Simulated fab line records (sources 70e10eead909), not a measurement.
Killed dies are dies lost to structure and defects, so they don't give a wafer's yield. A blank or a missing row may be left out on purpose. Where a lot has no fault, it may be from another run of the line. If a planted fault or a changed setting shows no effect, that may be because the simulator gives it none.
What tool caused it? -- flow nandHarc -- 24 lots, 72 wafers sampled, at 1 step of a route of 1159

WHAT THE GAUGES SHOWED, per wafer
NHARC_P_GATE_CD_MEAS_91: the cd target is 2000 nm. Usual: cdNm reads 2000.3 nm (standard deviation 1.8).
lot,measured,on,cdNm (nm),flag
L074,day 5 11:01,cdSem-01,1999.1 2004.2 1998.7,
L075,day 5 16:47,cdSem-01,2000.6 1997.6 2000.0,
L076,day 5 17:46,cdSem-02,2002.3 1999.2 2001.1,
L077,day 6 08:59,cdSem-03,2000.3 1999.4 1996.4,
L078,day 6 09:19,cdSem-03,1999.1 1997.5 1999.8,
L079,day 6 14:53,cdSem-01,2001.2 2000.4 1999.3,
L080,day 7 01:58,cdSem-01,1999.5 1998.8 2000.5,
L082,day 7 06:59,cdSem-02,1997.7 1998.7 1997.7,
L081,day 7 11:07,cdSem-02,2003.6 2000.6 2000.7,
L083,day 7 14:59,cdSem-01,1998.2 2002.0 1999.5,
L084,day 7 21:57,cdSem-03,1999.9 2000.0 2001.9,
L085,day 8 05:44,cdSem-03,2000.4 2001.6 1999.7,
L086,day 8 14:31,cdSem-01,1999.8 1998.2 2000.2,
L087,day 8 15:17,cdSem-02,2003.9 2001.9 1998.8,
L088,day 8 22:33,cdSem-01,1998.0 2000.4 1998.9,
L089,day 8 22:53,cdSem-02,2001.0 1999.5 2000.7,
L090,day 9 10:59,cdSem-01,2002.2 1999.2 1999.5,
L091,day 9 11:20,cdSem-01,2001.8 2002.0 1997.9,
L094,day 10 04:37,cdSem-02,1998.6 2001.2 2001.7,
L092,day 10 05:11,cdSem-03,2002.6 2002.8 1999.7,
L093,day 10 05:28,cdSem-01,1999.6 1997.3 1997.8,
L095,day 10 16:05,cdSem-03,1999.3 2000.3 2001.3,
L096,day 10 21:56,cdSem-01,1999.7 1998.6 1998.8,
L097,day 11 06:28,cdSem-02,2002.3 2003.7 2001.1,

EACH LOT AND THE TOOL THAT RAN IT (in order: tool; ch and the chambers of the sampled wafers; start)
There is no process step in the record ahead of these readings.

WHAT THE TOOLS THEMSELVES READ (means of the sampled wafers that have a number; where no wafer has one, the mark that the record gives instead)
The record holds no such reading with a usual standard deviation.

THE ANSWER, worked out from the rows above alone
Rule: a lot counts as off when the mean over its wafers that have a number is more than 3 standard deviations away from the usual mean. A lot without any number at a reading at which 4 lots or more have one is off too. The other lots that the step has rows for count as sound. First the gauges in route order, then the tools' own readings, where a lot's mean is used as printed above. At the first step where some lot is off, the reading lying furthest off is the one used; lots without a number count as furthest.
No lot is off at any reading shown: from this, nothing can be told.

WHAT THE SIMULATOR HAD PUT IN
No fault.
